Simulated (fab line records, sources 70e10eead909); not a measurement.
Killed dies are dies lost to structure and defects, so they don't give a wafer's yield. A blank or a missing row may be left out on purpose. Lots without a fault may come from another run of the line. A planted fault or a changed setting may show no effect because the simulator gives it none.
Which tool did it? | flow nand_harc | 12 lots, 36 wafers sampled, at 5 steps of a route of 1159

WHAT THE GAUGES READ, wafer by wafer
NHARC_END_SORT_01.
lot  | measured     | on        | defect_limited_yield (%) | killed_at_array | killed_at_other | killed_at_periphery | killed_dies | killed_open | killed_short | sort_bin_2_pct (%) | sort_bin_3_pct (%) | sort_bin_4_pct (%) | sort_n_pass | sort_rim_yield_pct (%) | sort_yield_pct (%)
L178 | day 19 19:13 | prober-02 | 95.0 96.2 95.7           | 31 25 25        | 0 0 0           | 3 1 4               | 34 26 29    | 5 1 3       | 3 1 1        | 1.5 1.0 1.6        | 0.15 0.15 0.15     | 3.4 2.7 2.5        | 643 651 648 | 93.4 98.1 98.1         | 95.0 96.2 95.7
L189 | day 22 23:04 | prober-02 | 0 0 0                    | 30 21 38        | 645 654 638     | 2 2 1               | 677 677 677 | 4 2 7       | 1 1 3        | 96.2 97.6 95.9     | 0.89 0.15 0.15     | 3.0 2.2 4.0        | 0 0 0       | 0 0 0                  | 0 0 0
L190 | day 23 13:26 | prober-01 | 0 0 0                    | 19 35 22        | 656 639 653     | 2 3 2               | 677 677 677 | 1 4 2       | 1 0 2        | 98.1 96.2 97.5     | 0.15 0.30 0.15     | 1.8 3.5 2.4        | 0 0 0       | 0 0 0                  | 0 0 0
L193 | day 24 02:54 | prober-01 | 93.4 94.1 92.9           | 45 40 48        | 0 0 0           | 0 0 0               | 45 40 48    | 2 1 6       | 3 1 0        | 1.9 1.6 3.0        | 0.15 0.44 0.44     | 4.6 3.8 3.7        | 632 637 629 | 88.7 97.2 95.3         | 93.4 94.1 92.9
L195 | day 24 12:23 | prober-01 | 95.4 95.3 94.7           | 30 31 32        | 0 0 0           | 1 1 4               | 31 32 36    | 3 3 7       | 4 4 2        | 0.7 1.2 1.9        | 0.44 0.30 0        | 3.4 3.2 3.4        | 646 645 641 | 95.3 100.0 93.4        | 95.4 95.3 94.7
L197 | day 24 22:47 | prober-02 | 91.3 91.9 92.8           | 52 49 42        | 1 2 1           | 6 4 6               | 59 55 49    | 4 6 5       | 1 3 0        | 2.1 2.5 2.8        | 0.74 1.03 0.44     | 5.9 4.6 4.0        | 618 622 628 | 84.9 91.5 90.6         | 91.3 91.9 92.8

WHICH TOOL RAN EACH LOT (tool, then ch and the chambers of the sampled wafers, then the start)
lot  | NHARC_HYBRID_BOND_ACTIVATE_00      | NHARC_THIN_TSV_ETCH_15           | NHARC_THIN_TSV_DEP_47           | NHARC_THIN_TSV_DEGAS_49
L176 | rie_diel-13 ch 0,2,3, day 18 08:48 | rie_si-02 ch 0,1,3, day 19 03:25 | pecvd-01 ch 0,2, day 19 04:28   | pvd_sputter-02, day 19 05:23
L177 | rie_diel-13 ch 1,2,3, day 18 10:29 | rie_si-05 ch 1,2, day 19 04:44   | pecvd-03 ch 0,2, day 19 05:52   | pvd_sputter-02, day 19 06:49
L178 | rie_diel-11 ch 0,2,3, day 18 11:09 | rie_si-01 ch 1,2,3, day 19 05:55 | pecvd-04 ch 0,1, day 19 07:05   | pvd_sputter-02, day 19 07:58
L179 | rie_diel-13 ch 0,1, day 18 17:06   | rie_si-01 ch 1,2,3, day 19 08:04 | pecvd-01 ch 0,1,2, day 19 09:08 | pvd_sputter-03, day 19 10:11
L189 | rie_diel-09 ch 1,2, day 21 18:58   | rie_si-01 ch 0,1, day 22 09:19   | pecvd-04 ch 0,2, day 22 10:26   | pvd_sputter-03, day 22 11:21
L191 | rie_diel-11 ch 2,3, day 22 08:49   | rie_si-01 ch 0,1,3, day 22 22:04 | pecvd-01 ch 1,2, day 22 23:10   | pvd_sputter-01, day 23 00:29
L190 | rie_diel-13 ch 0,1,2, day 22 09:35 | rie_si-05 ch 1,2,3, day 22 23:13 | pecvd-01 ch 0,2, day 23 00:22   | pvd_sputter-01, day 23 01:22
L193 | rie_diel-09 ch 0,1, day 22 17:23   | rie_si-05 ch 0,2, day 23 05:13   | pecvd-03 ch 1,2, day 23 06:27   | pvd_sputter-02, day 23 07:45
L195 | rie_diel-13 ch 0,1,2, day 23 01:16 | rie_si-02 ch 1,3, day 23 16:17   | pecvd-03 ch 0,1, day 23 20:42   | pvd_sputter-02, day 23 21:37
L192 | rie_diel-13 ch 0,1,2, day 23 11:56 | rie_si-05 ch 0,2,3, day 24 02:35 | pecvd-03 ch 0,1, day 24 03:35   | pvd_sputter-03, day 24 04:47
L197 | rie_diel-13 ch 0,1,2, day 23 13:09 | rie_si-01 ch 0,1,3, day 24 01:14 | pecvd-01 ch 0,1,2, day 24 02:15 | pvd_sputter-03, day 24 03:12
L196 | rie_diel-13 ch 0,1,2, day 23 18:13 | rie_si-05 ch 0,1,2, day 24 07:24 | pecvd-03 ch 0,1,2, day 24 08:28 | pvd_sputter-02, day 24 09:26
- NHARC_HYBRID_BOND_ACTIVATE_00: chemistry N2, time 60 s.
- NHARC_THIN_TSV_ETCH_15: target depth 3000 nm, bosch target overetch cycles 2, bosch etch step 2.8 s.
- NHARC_THIN_TSV_DEP_47: deposits SiO2, target thk 200 nm.
- NHARC_THIN_TSV_DEGAS_49: time 120 s.

WHAT THE TOOLS THEMSELVES READ (means of the sampled wafers that have a number; where no wafer has one, the mark that the record gives instead)
NHARC_HYBRID_BOND_ACTIVATE_00.
lot  | tool        | drypump_motor_current_A (A) | mfc_ar_sccm (sccm) | oes_product_au (a.u.) | rf_vpp_V (V) | showerhead_plenum_p_Torr (Torr)
L176 | rie_diel-13 | 5.6                         | 0.011              | 0.995                 | 63.4         | 1.76
L177 | rie_diel-13 | 5.7                         | 0.009              | 0.993                 | 63.6         | 1.76
L178 | rie_diel-11 | 6.1                         | 0.019              | 1.006                 | 62.9         | 1.73
L179 | rie_diel-13 | 5.7                         | 0.024              | 1.001                 | 63.6         | 1.79
L189 | rie_diel-09 | 4.9                         | 0.000              | 0.998                 | 63.0         | 1.72
L191 | rie_diel-11 | 6.3                         | 0.029              | 1.014                 | 63.4         | 1.66
L190 | rie_diel-13 | 5.5                         | 0.019              | 1.003                 | 63.9         | 1.76
L193 | rie_diel-09 | 5.0                         | 0.004              | 1.007                 | 64.2         | 1.73
L195 | rie_diel-13 | 5.5                         | 0.019              | 1.006                 | 64.0         | 1.75
L192 | rie_diel-13 | 5.5                         | 0.019              | 0.996                 | 64.4         | 1.75
L197 | rie_diel-13 | 5.5                         | 0.019              | 0.995                 | 64.2         | 1.75
L196 | rie_diel-13 | 5.5                         | 0.019              | 0.997                 | 63.6         | 1.75

NHARC_THIN_TSV_ETCH_15.
lot  | tool      | drypump_motor_current_A (A)
L176 | rie_si-02 | 6.1
L177 | rie_si-05 | 6.2
L178 | rie_si-01 | 5.6
L179 | rie_si-01 | 5.5
L189 | rie_si-01 | -
L191 | rie_si-01 | 5.4
L190 | rie_si-05 | -
L193 | rie_si-05 | 6.4
L195 | rie_si-02 | 6.1
L192 | rie_si-05 | 6.2
L197 | rie_si-01 | 5.4
L196 | rie_si-05 | 6.1

NHARC_THIN_TSV_DEP_47.
lot  | tool     | flow_sccm (sccm) | rf_fwd_power_W (W) | throttle_valve_pct (%)
L176 | pecvd-01 | 2656             | 899.2              | 15.8
L177 | pecvd-03 | 2660             | 900.2              | 15.7
L178 | pecvd-04 | 2650             | 900.8              | 15.6
L179 | pecvd-01 | 2654             | 898.9              | 16.2
L189 | pecvd-04 | 2648             | 897.9              | 16.0
L191 | pecvd-01 | 2654             | 897.4              | 16.8
L190 | pecvd-01 | 2651             | 899.8              | 15.9
L193 | pecvd-03 | 2645             | 896.6              | 15.6
L195 | pecvd-03 | 2646             | 897.3              | 16.4
L192 | pecvd-03 | 2650             | 897.8              | 16.4
L197 | pecvd-01 | 2649             | 900.2              | 16.4
L196 | pecvd-03 | 2647             | 901.3              | 16.2

NHARC_THIN_TSV_DEGAS_49.
lot  | tool           | heater_power_w (W)
L176 | pvd_sputter-02 | 436
L177 | pvd_sputter-02 | 450
L178 | pvd_sputter-02 | 460
L179 | pvd_sputter-03 | 463
L189 | pvd_sputter-03 | 475
L191 | pvd_sputter-01 | 444
L190 | pvd_sputter-01 | 431
L193 | pvd_sputter-02 | 428
L195 | pvd_sputter-02 | 420
L192 | pvd_sputter-03 | 476
L197 | pvd_sputter-03 | 485
L196 | pvd_sputter-02 | 439

THE ANSWER, worked out from the rows above alone
Rule: what is usual is taken from the lots themselves. Put in order of their means at a reading, lots are off if they are a third of the lots or fewer, leave a main group of 4 or more, and stand apart from it by a gap of 3 or more times the standard deviation of the main group's means; of several such gaps the widest counts. A main group whose means are all the same, to the digits that the tables above print for the reading, isn't used. A lot without any number at a reading at which 4 lots or more have one is off too. The other lots that the step has rows for count as sound. The gauges are gone through in route order, then the tools' own readings, and for those a lot's mean is taken as printed above. The first step at which some lot is off is used, and at that step the reading that is off furthest; a lot without a number counts as furthest.
Off: L189, L190, at NHARC_END_SORT_01 (killed_at_other). The main group: mean 0.3, standard deviation 0.58. Neither off nor sound, because the step has no rows for them: L176, L177, L179, L191, L192, L196.
A tool fits if, at a process step before that reading, it ran every lot that is off, and no sound lot after the first of them. The gauges at NHARC_END_SORT_01 aren't tried: what is off there is off at NHARC_THIN_TSV_ETCH_15 too, on other tools, and a gauge's error can't cause that. None of those tried fits.

WHAT THE SIMULATOR HAD PUT IN
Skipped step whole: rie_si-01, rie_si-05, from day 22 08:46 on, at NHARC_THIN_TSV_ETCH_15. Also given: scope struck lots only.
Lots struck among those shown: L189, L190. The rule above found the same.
